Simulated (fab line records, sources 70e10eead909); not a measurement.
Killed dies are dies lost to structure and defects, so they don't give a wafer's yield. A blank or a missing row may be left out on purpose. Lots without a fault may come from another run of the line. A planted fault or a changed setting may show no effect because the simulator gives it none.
fab line records | flow nand_harc
record lots=12 wafers=36 last_day=34
route steps=1302 shown A_CHANNEL_HOLE_D1@487 A_CHANNEL_FILL_D1@494 A_DECK1_JOINT@518
lots that met no fault: from a run of the same line without faults
start_h: hours from the record's first day to the start of the lot's first wafer shown | wait_h: hours since the lot's step before | " the same as in the row above | L1.1+2: a row that stands for several wafers | - no value, or no start given | * or withheld: withheld | < > ~ a bound
route shown NAME@n: a module of which the file shows steps, and the number in the route of the first | usual: mean/standard deviation of fault-free wafers | same: alike in all rows | chamber/n: place in a boat | sites: the reading at each site | _std_site: their standard deviation | _edge_site: outer sites' mean less inner sites' | radius_mm: how far each site lies from the wafer's centre | mask NAME#n: copy n | behind: the tool/chamber that last shaped the wafer | hold: why the lot was held/for how many hours/how that ended | device: the transistor (n, p or np) that didn't switch | end of line: the same wafers' tests at the end of the route | a step without rows: its recipe alone | killed: dies lost to structure and defects at the first sort, not the wafer's yield | map: a wafer's dies, x killed, . not, _ none there
set.NAME: the setting as run; set.NAME@STEP: as run at that earlier step | model.NAME: the simulator's own value behind a step, which no gauge read
steps of the route over a sample of lots; a table a step, a row a wafer
services: from which hour (start_h, from the record's first day; less than 0 if before it) a tool's chamber was out of use, for how many hours, and why
## steps
# step NHARC_A_CHANNEL_HOLE_D1_CD_MEAS_30
# usual cd_nm=90.0/1.3
# columns lot.wafer tool chamber start_h wait_h cd_nm
L953.2 cd_sem-03 - 200.23 - 87.3
L953.3 " - " " 89.0
L953.5 " - " " 87.1
L954.1 cd_sem-03 - 210.18 - 91.1
L954.2 " - " " 93.0
L954.4 " - " " 89.9
L958.3 cd_sem-02 - 251.23 - 91.0
L958.4 " - " " 91.1
L958.6 " - " " 89.8
L963.2 cd_sem-03 - 296.43 - 91.1
L963.3 " - " " 91.8
L963.5 " - " " 93.0
L966.3 cd_sem-03 - 334.11 - 88.7
L966.4 " - " " 89.5
L966.6 " - " " 91.1
L968.1 cd_sem-02 - 349.04 - 90.3
L968.2 " - " " 90.7
L968.6 " - " " 89.8
L969.2 cd_sem-03 - 362.95 - 89.6
L969.3 " - " " 91.1
L969.6 " - " " 89.4
L970.1 cd_sem-02 - 371.26 - 89.8
L970.2 " - " " 89.2
L970.6 " - " " 89.4
L971.2 cd_sem-02 - 377.82 - 91.8
L971.3 " - " " 92.7
L971.4 " - " " 89.5
L973.1 cd_sem-03 - 399.82 - 90.2
L973.2 " - " " 92.0
L973.5 " - " " 89.8
L974.1 cd_sem-02 - 409.79 - 91.3
L974.3 " - " " 87.8
L974.4 " - " " 89.9
L975.2 cd_sem-02 - 426.39 - 91.7
L975.5 " - " " 91.4
L975.6 " - " " 88.8
# step NHARC_A_CHANNEL_FILL_D1_ALD_14
# recipe target_thk_a=25 pulse_time_s=10 ald_cycles=25 temp_c=300 material=SiO2
# usual heater_power_w=456/52 precursor_pulse_height_rel=1.001/0.019
# columns lot.wafer tool chamber start_h wait_h heater_power_w precursor_pulse_height_rel
L953.3 ald_hk-01 0 207.52 0.0 426 0.962
L953.2 " 2 " " 439 1.000
L953.5 " 1 " " 413 1.010
L954.1 ald_hk-01 2 217.53 0.0 431 0.988
L954.4 " 0 " " 428 0.974
L954.2 " 1 " " 413 1.011
L958.3 ald_hk-02 0 258.22 0.0 420 1.002
L958.4 " 1 " " 533 0.989
L958.6 " 0 " " 419 0.977
L963.3 ald_hk-04 0 302.08 0.3 507 0.961
L963.2 " 1 " " 532 1.021
L963.5 " 2 " " 407 0.959
L966.4 ald_hk-04 3 341.57 0.1 472 0.999
L966.3 " 0 " " 485 1.003
L966.6 " 2 " " 399 1.033
L968.1 ald_hk-01 1 356.50 0.1 410 1.014
L968.2 " 2 " " 450 1.028
L968.6 " 0 " " 422 1.003
L969.3 ald_hk-02 1 370.60 0.3 527 1.014
L969.2 " 2 " " 389 0.998
L969.6 " 0 " " 408 0.975
L970.1 ald_hk-01 0 378.76 0.1 412 0.981
L970.2 " 1 " " 404 1.005
L970.6 " 2 " " 443 1.011
L971.2 ald_hk-02 1 385.20 0.0 521 1.009
L971.3 " 2 " " 392 1.007
L971.4 " 0 " " 406 0.998
L973.2 ald_hk-04 2 407.47 0.3 405 1.030
L973.1 " 3 " " 480 1.005
L973.5 " 1 " " 534 0.989
L974.3 ald_hk-04 1 417.24 0.0 532 1.045
L974.1 " 2 " " 419 1.005
L974.4 " 3 " " 488 0.986
L975.2 ald_hk-01 3 433.82 0.1 437 0.999
L975.6 " 2 " " 444 0.961
L975.5 " 3 " " 425 1.000
# step NHARC_A_CHANNEL_FILL_D1_ETCHBACK_20
# recipe target_depth_a=270 time_s=13.5 c4f8_flow_sccm=withheld o2_flow_sccm=8 ar_flow_sccm=withheld rf_w=600 bias_w=1500 chemistry=C4F8/O2/Ar
# usual bias_w=1500/4.2 chamber_pressure_mTorr=24.999/0.021 oes_product_au=0.95/0.037 rf_vpp_V=983/3.6
# columns lot.wafer tool chamber start_h wait_h bias_w chamber_pressure_mTorr oes_product_au rf_hours_counter_h rf_vpp_V
L953.2 rie_diel-03 1 226.44 - 1497 24.985 0.91 5.8 984
L953.3 " 3 " " 1505 24.994 0.93 7.1 977
L953.5 " 1 " " 1496 24.973 0.92 - 985
L954.1 rie_diel-06 1 234.55 - 1502 25.003 1.00 5.2 985
L954.4 " 2 " " 1498 24.964 1.00 5.0 984
L954.2 " 0 " " 1500 24.972 1.00 4.7 982
L958.3 rie_diel-07 3 275.61 - 1501 24.995 0.92 8.2 986
L958.4 " 0 " " 1500 25.031 0.92 8.0 982
L958.6 " 1 " " 1496 24.999 0.93 - 983
L963.3 rie_diel-07 2 319.03 - 1505 25.020 1.01 3.0 987
L963.2 " 3 " " 1504 25.001 1.00 2.6 985
L963.5 " 0 " " 1502 25.013 1.00 - 980
L966.3 rie_diel-07 0 358.64 - 1505 24.995 0.91 4.1 980
L966.4 " 3 " " 1499 24.972 0.92 - 986
L966.6 " 0 " " 1507 24.955 0.91 - 981
L968.1 rie_diel-07 1 374.01 - 1500 24.996 1.00 4.7 982
L968.2 " 2 " " 1501 25.002 0.99 5.4 987
L968.6 " 1 " " 1501 25.032 1.01 - 983
L969.3 rie_diel-06 3 387.90 - 1503 25.024 0.98 3.4 982
L969.2 " 0 " " 1497 24.977 1.00 3.2 982
L969.6 " 2 " " 1503 25.009 0.98 - 983
L970.2 rie_diel-03 3 395.79 - 1502 24.989 0.91 4.6 975
L970.1 " 2 " " 1509 24.988 0.93 4.7 988
L970.6 " 0 " " 1499 25.009 0.92 - 975
L971.4 rie_diel-07 1 402.25 - 1502 25.027 0.93 6.5 983
L971.2 " 2 " " 1501 25.014 0.94 7.1 988
L971.3 " 0 " " 1496 25.023 0.91 6.6 980
L973.1 rie_diel-07 1 424.61 - 1492 24.991 0.94 8.1 984
L973.2 " 2 " " 1497 25.007 0.93 8.6 987
L973.5 " 2 " " 1503 24.983 0.92 - 987
L974.4 rie_diel-06 1 434.37 - 1507 25.031 0.92 5.2 983
L974.1 " 3 " " 1491 24.982 0.91 5.8 983
L974.3 " 0 " " 1500 25.044 0.92 5.3 983
L975.2 rie_diel-06 2 451.00 - 1491 24.965 0.91 6.7 982
L975.5 " 0 " " 1493 24.977 0.91 - 980
L975.6 " 1 " " 1497 24.980 0.92 - 981
# step NHARC_A_DECK1_JOINT_ETCHBACK_07
# recipe target_depth_a=1050 time_s=26.9 hbr_flow_sccm=150 rf_w=350 icp_w=350 bias_w=60 chemistry=HBr
# usual bias_w=60.01/0.18 chamber_pressure_mTorr=15.000/0.014 drypump_motor_current_A=5.7/0.56 oes_product_au=0.999/0.0089 throttle_valve_pct=23.266/0.0095
# columns lot.wafer tool chamber start_h wait_h bias_w chamber_pressure_mTorr drypump_motor_current_A oes_product_au rf_hours_counter_h throttle_valve_pct
L953.2 rie_si-03 0 251.83 0.1 59.98 15.002 6.0 0.988 0.21 23.258
L953.3 " 1 " " 59.81 15.008 5.6 0.994 0.13 23.284
L953.5 " 0 " " 60.05 15.014 5.9 0.988 - 23.270
L954.4 rie_si-02 1 259.50 0.1 60.15 14.993 6.6 0.989 1.08 23.277
L954.1 " 2 " " 60.24 14.988 5.4 1.014 0.89 23.261
L954.2 " 3 " " 60.18 14.996 5.8 1.025 0.89 23.270
L958.4 rie_si-05 3 299.37 0.1 60.18 15.012 6.1 0.998 0.83 23.258
L958.3 " 1 " " 60.21 15.003 6.5 1.008 0.95 23.270
L958.6 " 3 " " 60.09 15.011 6.1 0.997 - 23.268
L963.2 rie_si-03 1 345.53 0.1 60.08 14.999 5.6 1.001 0.73 23.253
L963.3 " 0 " " 60.10 15.008 6.0 0.997 0.84 23.249
L963.5 " 1 " " 59.94 15.011 5.6 1.413 - 23.278
L966.3 rie_si-03 0 383.59 0.1 60.19 15.002 6.0 0.999 1.01 23.265
L966.4 " 2 " " 59.94 15.004 5.8 1.422 0.93 23.260
L966.6 " 1 " " 59.78 15.003 5.6 0.998 - 23.268
L968.2 rie_si-02 0 398.92 0.1 60.34 14.994 4.8 0.993 0.72 23.258
L968.1 " 1 " " 60.16 14.994 6.6 1.000 0.66 23.278
L968.6 " 1 " " 60.32 15.000 6.6 0.993 - 23.265
L969.2 rie_si-05 0 412.26 0.1 60.30 15.006 4.8 1.001 0.76 23.269
L969.3 " 1 " " 60.00 15.019 6.5 0.994 0.73 23.259
L969.6 " 0 " " 60.16 15.010 4.8 0.996 - 23.266
L970.2 rie_si-02 1 420.77 0.1 60.02 14.979 6.6 1.010 0.78 23.270
L970.1 " 2 " " 60.19 15.004 5.5 0.996 0.81 23.275
L970.6 " 3 " " 60.07 14.994 5.8 1.008 - 23.264
L971.4 rie_si-05 0 428.07 0.1 59.88 14.998 4.8 0.986 0.88 23.263
L971.2 " 1 " " 59.79 15.003 6.5 1.001 0.83 23.257
L971.3 " 2 " " 60.08 14.967 5.3 0.995 0.58 23.249
L973.2 rie_si-03 0 448.38 0.1 59.82 14.982 6.1 0.999 0.33 23.274
L973.1 " 2 " " 60.34 15.011 5.8 1.025 0.32 23.246
L973.5 " 1 " " 59.87 14.995 5.6 1.004 - 23.279
L974.3 rie_si-05 3 462.12 0.1 60.04 15.046 6.2 0.981 0.82 23.260
L974.1 " 2 " " 59.84 15.013 5.3 0.997 0.79 23.258
L974.4 " 3 " " 59.82 14.979 6.1 0.989 - 23.254
L975.2 rie_si-03 0 474.71 0.1 60.10 15.020 6.0 1.000 0.44 23.265
L975.6 " 2 " " 59.85 14.984 5.8 1.017 - 23.259
L975.5 " 3 " " 59.99 14.993 5.6 0.995 - 23.258
## services
# columns tool chamber start_h hours kind
ald_hk-04 - 208.26 0.5 repair
rie_diel-06 - 210.26 0.9 repair
rie_si-03 3 211.86 4.7 repair
rie_si-03 - 221.00 9.0 pm
rie_si-05 - 224.36 1.7 repair
rie_diel-07 1 237.54 1.3 repair
rie_diel-06 1 253.53 1.3 repair
ald_hk-04 - 259.59 10.0 pm
rie_si-02 - 277.00 9.0 pm
rie_diel-07 - 294.22 9.0 pm
rie_si-05 - 305.00 9.0 pm
rie_diel-06 - 307.20 9.0 pm
rie_diel-07 1 316.58 3.8 repair
ald_hk-01 - 331.98 1.9 repair
rie_si-05 3 344.15 4.1 repair
rie_diel-07 3 346.40 2.0 repair
rie_si-03 3 349.52 13.9 repair
rie_diel-07 2 355.91 5.4 repair
rie_si-05 1 357.79 1.6 repair
rie_si-03 - 398.00 9.0 pm
rie_diel-06 - 426.40 0.3 repair
rie_si-05 1 461.83 55.9 repair
rie_diel-07 0 468.14 5.9 repair
rie_diel-07 - 471.22 9.0 pm
## key
first_sign step=NHARC_A_DECK1_JOINT_ETCHBACK_07 reading=oes_product_au direction=up sigmas=47 usual=0.999 struck=1.418
effect none on later readings
met_at NHARC_A_DECK1_JOINT_ETCHBACK_07
struck_lots L963,L966
struck_wafers L963.5,L966.4
tester_left_out L963,L966
not_acting_at NHARC_A_CHANNEL_HOLE_D1_CD_MEAS_30,NHARC_A_CHANNEL_FILL_D1_ALD_14,NHARC_A_CHANNEL_FILL_D1_ETCHBACK_20
onset_between 251.83 345.53
fault kind=process_parameter_drift tool=rie_si-03 chamber=- onset_h=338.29 steps=NHARC_A_DECK1_JOINT_ETCHBACK_07 channel=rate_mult offset=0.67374 shape=step end_h=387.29 scope=struck_wafers_only
# tester_left_out: of these lots the tester's yield and bins aren't shown, on N5 and GAA mostly nor the transistor test; their killed dies are dies lost to structure and defects alone, not to doping, threshold or leakage, so they don't give the yield
